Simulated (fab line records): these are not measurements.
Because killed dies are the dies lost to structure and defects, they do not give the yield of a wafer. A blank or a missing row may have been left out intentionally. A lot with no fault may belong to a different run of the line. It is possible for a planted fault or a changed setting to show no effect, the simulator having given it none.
Chamber matching || flow n5 finfet || rie diel-06 running N5_BEOL_M9_VIA_ETCH_34: 4 sister chambers
The step etches SiCOH lowk in C4F6/O2, target depth 182.4 nm, time 68.4 s. 16 wafers are shown with their chamber, then 8 later ones without.

== WAFERS WITH THEIR CHAMBER ==
{"wafer": "L074.2", "chamber": 0, "drypump motor current A (A)": 5.1, "showerhead plenum p Torr (Torr)": 2.72, "rf vpp V (V)": 664}
{"wafer": "L074.3", "chamber": 3, "drypump motor current A (A)": 6.4, "showerhead plenum p Torr (Torr)": 2.94, "rf vpp V (V)": 682}
{"wafer": "L074.4", "chamber": 1, "drypump motor current A (A)": 6.6, "showerhead plenum p Torr (Torr)": 3.00, "rf vpp V (V)": 669}
{"wafer": "L075.2", "chamber": 3, "drypump motor current A (A)": 6.5, "showerhead plenum p Torr (Torr)": 2.94, "rf vpp V (V)": 683}
{"wafer": "L075.4", "chamber": 1, "drypump motor current A (A)": 6.6, "showerhead plenum p Torr (Torr)": 2.99, "rf vpp V (V)": 669}
{"wafer": "L075.5", "chamber": 3, "drypump motor current A (A)": 6.5, "showerhead plenum p Torr (Torr)": 2.94, "rf vpp V (V)": 683}
{"wafer": "L076.1", "chamber": 3, "drypump motor current A (A)": 6.5, "showerhead plenum p Torr (Torr)": 2.94, "rf vpp V (V)": 685}
{"wafer": "L076.3", "chamber": 1, "drypump motor current A (A)": 6.6, "showerhead plenum p Torr (Torr)": 2.99, "rf vpp V (V)": 670}
{"wafer": "L076.4", "chamber": 1, "drypump motor current A (A)": 6.6, "showerhead plenum p Torr (Torr)": 2.99, "rf vpp V (V)": 669}
{"wafer": "L081.1", "chamber": 0, "drypump motor current A (A)": 5.1, "showerhead plenum p Torr (Torr)": 2.71, "rf vpp V (V)": 664}
{"wafer": "L081.2", "chamber": 3, "drypump motor current A (A)": 6.5, "showerhead plenum p Torr (Torr)": 2.93, "rf vpp V (V)": 684}
{"wafer": "L081.3", "chamber": 1, "drypump motor current A (A)": 6.6, "showerhead plenum p Torr (Torr)": 2.99, "rf vpp V (V)": 669}
{"wafer": "L085.2", "chamber": 2, "drypump motor current A (A)": 5.9, "showerhead plenum p Torr (Torr)": 2.77, "rf vpp V (V)": 654}
{"wafer": "L085.3", "chamber": 3, "drypump motor current A (A)": 6.6, "showerhead plenum p Torr (Torr)": 2.93, "rf vpp V (V)": 683}
{"wafer": "L085.6", "chamber": 0, "drypump motor current A (A)": 5.1, "showerhead plenum p Torr (Torr)": 2.71, "rf vpp V (V)": 665}
{"wafer": "L089.1", "chamber": 1, "drypump motor current A (A)": 6.6, "showerhead plenum p Torr (Torr)": 2.98, "rf vpp V (V)": 671}

SIGNATURES (means of the wafers above)
{"reading": "drypump motor current A", "chamber 0": 5.100, "chamber 1": 6.600, "chamber 2": 5.900, "chamber 3": 6.500, "scatter within a chamber": 0.0408}
{"reading": "showerhead plenum p Torr", "chamber 0": 2.7133, "chamber 1": 2.9900, "chamber 2": 2.7700, "chamber 3": 2.9367, "scatter within a chamber": 0.00577}
{"reading": "rf vpp V", "chamber 0": 664.33, "chamber 1": 669.50, "chamber 2": 654.00, "chamber 3": 683.33, "scatter within a chamber": 0.89}
Rule: for each reading, subtract the chamber's mean from the wafer's reading, divide by that reading's scatter and square the result; add these up over the readings and take the root, which gives the wafer's distance from the chamber. The wafer belongs to the nearest chamber; if the next one is less than 2 further off, it can't be placed. How the scatter is found: for the shown wafers, subtract from each reading the mean of its chamber, square and add these, divide the total by (wafers less chambers), then take the root.

== WAFERS WITH NO CHAMBER GIVEN ==
{"wafer": "L089.5", "drypump motor current A (A)": 6.6, "showerhead plenum p Torr (Torr)": 2.98, "rf vpp V (V)": 670}
{"wafer": "L089.6", "drypump motor current A (A)": 5.1, "showerhead plenum p Torr (Torr)": 2.71, "rf vpp V (V)": 664}
{"wafer": "L096.1", "drypump motor current A (A)": 6.5, "showerhead plenum p Torr (Torr)": 2.92, "rf vpp V (V)": 683}
{"wafer": "L096.2", "drypump motor current A (A)": 6.6, "showerhead plenum p Torr (Torr)": 2.98, "rf vpp V (V)": 670}
{"wafer": "L096.3", "drypump motor current A (A)": 5.9, "showerhead plenum p Torr (Torr)": 2.77, "rf vpp V (V)": 654}
{"wafer": "L097.1", "drypump motor current A (A)": 5.9, "showerhead plenum p Torr (Torr)": 2.77, "rf vpp V (V)": 653}
{"wafer": "L097.4", "drypump motor current A (A)": 6.6, "showerhead plenum p Torr (Torr)": 2.98, "rf vpp V (V)": 668}
{"wafer": "L097.5", "drypump motor current A (A)": 6.6, "showerhead plenum p Torr (Torr)": 2.98, "rf vpp V (V)": 670}

== WHICH CHAMBER EACH WENT THROUGH ==
{"wafer": "L089.5", "from the rows above": 1, "in truth": 1}
{"wafer": "L089.6", "from the rows above": 0, "in truth": 0}
{"wafer": "L096.1", "from the rows above": 3, "in truth": 3}
{"wafer": "L096.2", "from the rows above": 1, "in truth": 1}
{"wafer": "L096.3", "from the rows above": 2, "in truth": 2}
{"wafer": "L097.1", "from the rows above": 2, "in truth": 2}
{"wafer": "L097.4", "from the rows above": 1, "in truth": 1}
{"wafer": "L097.5", "from the rows above": 1, "in truth": 1}
8 of 8 placed correctly. From these rows, 0 cannot be placed. Number placed wrongly: 0.
